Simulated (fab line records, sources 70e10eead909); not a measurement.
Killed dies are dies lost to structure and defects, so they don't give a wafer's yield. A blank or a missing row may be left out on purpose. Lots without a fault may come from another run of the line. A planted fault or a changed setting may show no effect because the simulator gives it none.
fab line records | flow nand_harc
record lots=14 wafers=42 last_day=33
route steps=1302 shown P_GATE@216 P_CONTACT@219
lots that met no fault: from a run of the same line without faults
start_h: hours from the record's first day to the start of the lot's first wafer shown | wait_h: hours since the lot's step before | " the same as in the row above | L1.1+2: a row that stands for several wafers | - no value, or no start given | * or withheld: withheld | < > ~ a bound
route shown NAME@n: a module of which the file shows steps, and the number in the route of the first | usual: mean/standard deviation of fault-free wafers | same: alike in all rows | chamber/n: place in a boat | sites: the reading at each site | _std_site: their standard deviation | _edge_site: outer sites' mean less inner sites' | radius_mm: how far each site lies from the wafer's centre | mask NAME#n: copy n | behind: the tool/chamber that last shaped the wafer | hold: why the lot was held/for how many hours/how that ended | device: the transistor (n, p or np) that didn't switch | end of line: the same wafers' tests at the end of the route | a step without rows: its recipe alone | killed: dies lost to structure and defects at the first sort, not the wafer's yield | map: a wafer's dies, x killed, . not, _ none there
set.NAME: the setting as run; set.NAME@STEP: as run at that earlier step | model.NAME: the simulator's own value behind a step, which no gauge read
steps of the route over a sample of lots; a table a step, a row a wafer
services: from which hour (start_h, from the record's first day; less than 0 if before it) a tool's chamber was out of use, for how many hours, and why
## steps
# step NHARC_P_GATE_INSPECT_68
# usual raw_defect_count=194/66
# columns lot.wafer tool chamber start_h wait_h raw_defect_count
L610.2 defect_inspect-02 - 122.84 0.1 202
L610.5 " - " " 113
L610.6 " - " " 147
L611.3 defect_inspect-01 - 123.46 0.1 95
L611.4 " - " " 113
L611.6 " - " " 227
L613.2 defect_inspect-02 - 139.43 0.1 147
L613.3 " - " " 215
L613.5 " - " " 230
L614.1 defect_inspect-01 - 152.71 0.2 226
L614.4 " - " " 153
L614.5 " - " " 256
L617.2 defect_inspect-02 - 184.30 0.1 237
L617.3 " - " " 145
L617.5 " - " " 104
L618.1 defect_inspect-02 - 195.17 0.2 184
L618.4 " - " " 147
L618.6 " - " " 156
L625.4 defect_inspect-02 - 266.17 0.1 215
L625.5 " - " " 162
L625.6 " - " " 114
L626.1 defect_inspect-01 - 279.33 0.2 238
L626.4 " - " " 218
L626.5 " - " " 222
L627.1 defect_inspect-01 - 291.93 0.2 133
L627.4 " - " " 97
L627.5 " - " " 126
L628.1 defect_inspect-02 - 296.26 0.2 167
L628.2 " - " " 139
L628.6 " - " " 144
L629.2 defect_inspect-02 - 303.15 0.1 293
L629.3 " - " " 254
L629.6 " - " " 192
L630.4 defect_inspect-02 - 323.63 0.1 184
L630.5 " - " " 215
L630.6 " - " " 188
L631.2 defect_inspect-01 - 328.15 0.1 175
L631.3 " - " " 190
L631.6 " - " " 174
L633.3 defect_inspect-01 - 351.84 0.1 230
L633.4 " - " " 289
L633.6 " - " " 172
# step NHARC_P_CONTACT_CMP_01
# recipe target_thk_nm=200 material=SiO2
# usual motor_current_A=11.5/1
# columns lot.wafer tool chamber start_h wait_h motor_current_A
L610.2 cmp-04 0 123.66 - 13.4
L610.6 " 2 " " 12.8
L610.5 " 3 " " 11.7
L611.3 cmp-03 3 124.26 - 9.4
L611.4 " 1 " " 12.1
L611.6 " 3 " " 9.7
L613.2 cmp-03 1 140.21 - 12.4
L613.3 " 0 " " 10.0
L613.5 " 2 " " 12.4
L614.4 cmp-02 0 153.51 - 11.3
L614.1 " 1 " " 12.2
L614.5 " 0 " " 11.1
L617.2 cmp-04 3 185.14 - 11.5
L617.3 " 0 " " 13.6
L617.5 " 1 " " 11.1
L618.4 cmp-03 1 195.95 - 12.1
L618.1 " 0 " " 10.2
L618.6 " 1 " " 12.6
L625.4 cmp-04 1 266.97 - 11.2
L625.5 " 0 " " 13.3
L625.6 " 1 " " 11.3
L626.4 cmp-04 1 280.10 - 11.3
L626.1 " 2 " " 12.3
L626.5 " 2 " " 12.1
L627.1 cmp-03 3 292.73 - 9.6
L627.4 " 0 " " 9.8
L627.5 " 2 " " 11.9
L628.2 cmp-03 3 297.06 - 10.4
L628.1 " 1 " " 12.0
L628.6 " 2 " " 12.5
L629.3 cmp-02 2 304.20 0.4 11.2
L629.2 " 3 " " 11.2
L629.6 " 1 " " 12.8
L630.4 cmp-02 1 324.42 - 12.9
L630.5 " 1 " " 12.5
L630.6 " 2 " " 11.2
L631.2 cmp-04 3 328.95 - 11.7
L631.3 " 0 " " 13.5
L631.6 " 3 " " 11.8
L633.4 cmp-03 1 352.68 - 12.3
L633.3 " 2 " " 12.0
L633.6 " 3 " " 10.0
# step NHARC_P_CONTACT_PEB_10
# recipe peb_temp_c=100 peb_time_s=65
# usual heater_power_total_W=156.6/0.41 plate_temp_C=99.99/0.13
# columns lot.wafer tool chamber start_h wait_h heater_power_total_W plate_temp_C
L610.2 litho_track-04 0 124.25 0.1 156.2 100.13
L610.5 " 0 " " 156.0 100.36
L610.6 " 0 " " 157.2 100.10
L611.3 litho_track-01 0 124.99 0.0 156.8 99.83
L611.4 " 0 " " 156.1 99.87
L611.6 " 0 " " 156.0 100.07
L613.2 litho_track-04 0 140.98 0.1 157.0 100.23
L613.3 " 0 " " 156.5 100.36
L613.5 " 0 " " 156.6 99.94
L614.1 litho_track-01 0 154.27 0.1 156.0 99.99
L614.4 " 0 " " 157.2 99.96
L614.5 " 0 " " 156.3 99.90
L617.2 litho_track-04 0 185.71 0.1 149.5 96.54
L617.3 " 0 " " 149.2 96.72
L617.5 " 0 " " 149.4 96.63
L618.1 litho_track-04 0 196.70 0.1 149.9 96.58
L618.4 " 0 " " 149.0 96.72
L618.6 " 0 " " 149.4 96.59
L625.4 litho_track-01 0 267.70 0.0 157.0 100.00
L625.5 " 0 " " 156.2 100.08
L625.6 " 0 " " 155.8 100.00
L626.1 litho_track-04 0 280.86 0.1 156.7 100.09
L626.4 " 0 " " 156.9 100.25
L626.5 " 0 " " 156.6 100.11
L627.1 litho_track-06 0 293.45 0.1 156.2 99.91
L627.4 " 0 " " 156.9 99.82
L627.5 " 0 " " 157.0 100.05
L628.1 litho_track-04 0 297.79 0.1 157.0 99.90
L628.2 " 0 " " 156.0 100.08
L628.6 " 0 " " 156.1 99.88
L629.2 litho_track-01 0 304.93 0.1 156.4 99.83
L629.3 " 0 " " 156.4 99.86
L629.6 " 0 " " 156.4 99.79
L630.4 litho_track-06 0 325.18 0.0 157.0 99.90
L630.5 " 0 " " 157.0 100.06
L630.6 " 0 " " 157.0 100.12
L631.2 litho_track-01 0 329.68 0.1 156.0 100.04
L631.3 " 0 " " 157.1 99.96
L631.6 " 0 " " 156.6 100.10
L633.3 litho_track-01 0 353.39 0.0 156.1 100.14
L633.4 " 0 " " 156.1 100.02
L633.6 " 0 " " 155.9 100.18
# step NHARC_P_CONTACT_ETCH_31
# recipe target_depth_a=300 time_s=85.7 ion_energy_ev=120 over_etch_frac=1 ch3f_flow_sccm=50 o2_flow_sccm=30 ar_flow_sccm=200 rf_w=500 bias_w=100 chemistry=CH3F/O2
# usual drypump_motor_current_A=5.8/0.43 o2_flow_sccm=30.00/0.083 oes_product_au=0.972/0.019 rf_fwd_power_W=496.8/1.4 rf_vpp_V=245.2/1.6 showerhead_plenum_p_Torr=2.52/0.096 throttle_valve_pct=20.662/0.0091
# columns lot.wafer tool chamber start_h wait_h drypump_motor_current_A o2_flow_sccm oes_product_au rf_fwd_power_W rf_hours_counter_h rf_vpp_V showerhead_plenum_p_Torr throttle_valve_pct
L610.2 rie_diel-10 1 - - 5.8 30.13 0.955 498.1 1.6 247.0 2.56 20.661
L610.6 " 2 " " 5.0 29.85 0.946 498.8 - 243.9 2.49 20.658
L610.5 " 3 " " 5.2 29.95 0.938 499.8 - 244.7 2.53 20.669
L611.3 rie_diel-12 2 - - 5.9 30.03 0.959 494.1 1.8 245.1 2.48 20.651
L611.6 " 3 " " 5.6 29.95 0.985 495.8 - 244.3 2.39 20.661
L611.4 " 2 " " 5.9 30.15 0.958 496.0 - 245.5 2.48 20.677
L613.2 rie_diel-10 0 - - 6.2 30.14 0.977 497.1 2.4 243.6 2.37 20.644
L613.3 " 1 " " 5.9 30.00 0.983 499.1 2.2 245.6 2.56 20.661
L613.5 " 0 " " 6.2 30.11 0.977 497.0 - 243.5 2.37 20.666
L614.4 rie_diel-10 2 - - 5.1 30.03 0.958 497.6 2.3 244.4 2.49 20.653
L614.1 " 3 " " 5.2 30.00 0.959 499.1 2.4 244.7 2.53 20.652
L614.5 " 2 " " 5.1 29.97 0.965 495.2 - 245.5 2.49 20.659
L617.2 rie_diel-11 3 187.14 0.1 5.6 29.95 0.991 496.6 3.3 244.3 2.62 20.659
L617.3 " 3 " " 5.6 29.85 0.977 497.6 - 245.5 2.62 20.675
L617.5 " 3 " " 5.6 29.83 0.981 493.1 - 245.3 2.62 20.667
L618.1 rie_diel-11 3 - - 5.6 29.98 0.983 497.2 4.2 246.7 2.62 20.662
L618.6 " 2 " " 5.7 29.97 0.993 495.3 - 246.1 2.61 20.680
L618.4 " 3 " " 5.6 29.99 0.995 495.6 - 248.8 2.62 20.657
L625.4 rie_diel-10 2 268.77 0.1 5.0 29.99 0.995 497.6 0.6 243.9 2.49 20.650
L625.5 " 3 " " 5.2 29.98 0.990 498.9 - 244.2 2.53 20.669
L625.6 " 0 " " 6.3 30.19 1.003 497.1 - 242.5 2.37 20.680
L626.1 rie_diel-11 1 - - 6.2 30.19 0.977 493.7 0.5 244.2 2.47 20.665
L626.4 " 2 " " 5.7 30.07 0.968 497.8 0.6 245.8 2.61 20.675
L626.5 " 0 " " 6.5 29.98 1.002 498.2 - 247.6 2.63 20.643
L627.4 rie_diel-12 1 - - 5.4 29.99 0.977 498.4 1.1 245.1 2.57 20.665
L627.1 " 2 " " 5.9 29.94 0.976 495.4 0.9 244.1 2.48 20.662
L627.5 " 2 " " 5.9 30.01 0.971 495.8 - 245.7 2.48 20.675
L628.2 rie_diel-11 2 - - 5.7 30.08 0.973 495.9 1.2 247.3 2.61 20.648
L628.1 " 3 " " 5.6 29.98 0.975 494.1 1.3 246.5 2.62 20.660
L628.6 " 2 " " 5.8 29.98 0.984 493.0 - 247.3 2.61 20.651
L629.3 rie_diel-10 2 - - 5.0 30.01 0.952 498.5 1.5 244.5 2.49 20.668
L629.2 " 3 " " 5.2 30.03 0.954 498.9 1.6 247.0 2.53 20.672
L629.6 " 1 " " 5.8 29.96 0.951 496.1 - 247.0 2.56 20.664
L630.4 rie_diel-10 0 - - 6.2 29.98 0.972 495.2 2.3 244.8 2.37 20.659
L630.6 " 3 " " 5.2 29.91 0.935 497.2 - 244.8 2.53 20.647
L630.5 " 0 " " 6.2 29.94 0.968 495.6 - 243.8 2.37 20.662
L631.2 rie_diel-12 3 - - 5.6 30.01 0.985 497.5 2.6 242.8 2.39 20.655
L631.3 " 0 " " 6.1 30.02 0.990 496.7 2.7 242.6 2.33 20.658
L631.6 " 3 " " 5.6 30.01 0.985 496.7 - 242.6 2.39 20.659
L633.4 rie_diel-12 3 - - 5.6 29.91 0.960 497.9 4.7 244.1 2.39 20.665
L633.3 " 1 " " 5.4 29.88 0.952 498.0 3.3 246.6 2.57 20.669
L633.6 " 3 " " 5.6 29.91 0.963 495.8 - 244.3 2.39 20.674
## services
# columns tool chamber start_h hours kind
rie_diel-10 1 110.60 5.4 repair
cmp-04 - 111.00 4.0 pm
rie_diel-12 0 115.28 16.0 repair
rie_diel-11 1 132.26 13.9 repair
cmp-04 - 140.27 2.7 repair
cmp-03 - 142.79 1.1 repair
rie_diel-11 1 147.33 69.9 repair
cmp-03 - 148.42 1.3 repair
litho_track-01 - 155.00 7.0 pm
cmp-03 - 155.87 0.5 repair
cmp-04 - 157.99 2.4 repair
cmp-03 - 162.00 4.0 pm
litho_track-04 - 203.00 7.0 pm
cmp-04 - 209.00 4.0 pm
rie_diel-10 0 210.85 4.1 repair
cmp-03 - 232.88 0.3 repair
cmp-03 - 235.72 1.1 repair
rie_diel-10 - 242.50 9.0 pm
cmp-03 - 260.00 4.0 pm
cmp-03 - 303.36 1.0 repair
cmp-04 - 307.00 4.0 pm
cmp-04 - 316.90 0.3 repair
litho_track-01 - 330.00 7.0 pm
cmp-03 - 335.52 2.1 repair
## key
first_sign step=NHARC_P_CONTACT_PEB_10 reading=plate_temp_C direction=down sigmas=26 usual=* struck=*
effect step=NHARC_P_CONTACT_PEB_10 reading=heater_power_total_W direction=down sigmas=17 usual=* struck=*
met_at NHARC_P_CONTACT_PEB_10
struck_lots L617,L618
sort_left_out L617.2,L617.3,L617.5,L618.1,L618.4,L618.6
tester_left_out L617,L618
not_acting_at NHARC_P_GATE_INSPECT_68,NHARC_P_CONTACT_CMP_01,NHARC_P_CONTACT_ETCH_31
onset_between 140.98 185.71
fault kind=process_parameter_drift tool=litho_track-04 chamber=- onset_h=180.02 steps=NHARC_P_CONTACT_PEB_10 channel=peb_temp_c offset=* shape=step end_h=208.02 acts_in=* stated=*
# tester_left_out: of these lots the tester's yield and bins aren't shown, on N5 and GAA mostly nor the transistor test; their killed dies are dies lost to structure and defects alone, not to doping, threshold or leakage, so they don't give the yield
# sort_left_out: the simulated sort isn't trusted on such a fault, so these wafers' sort isn't shown, and their yield isn't known
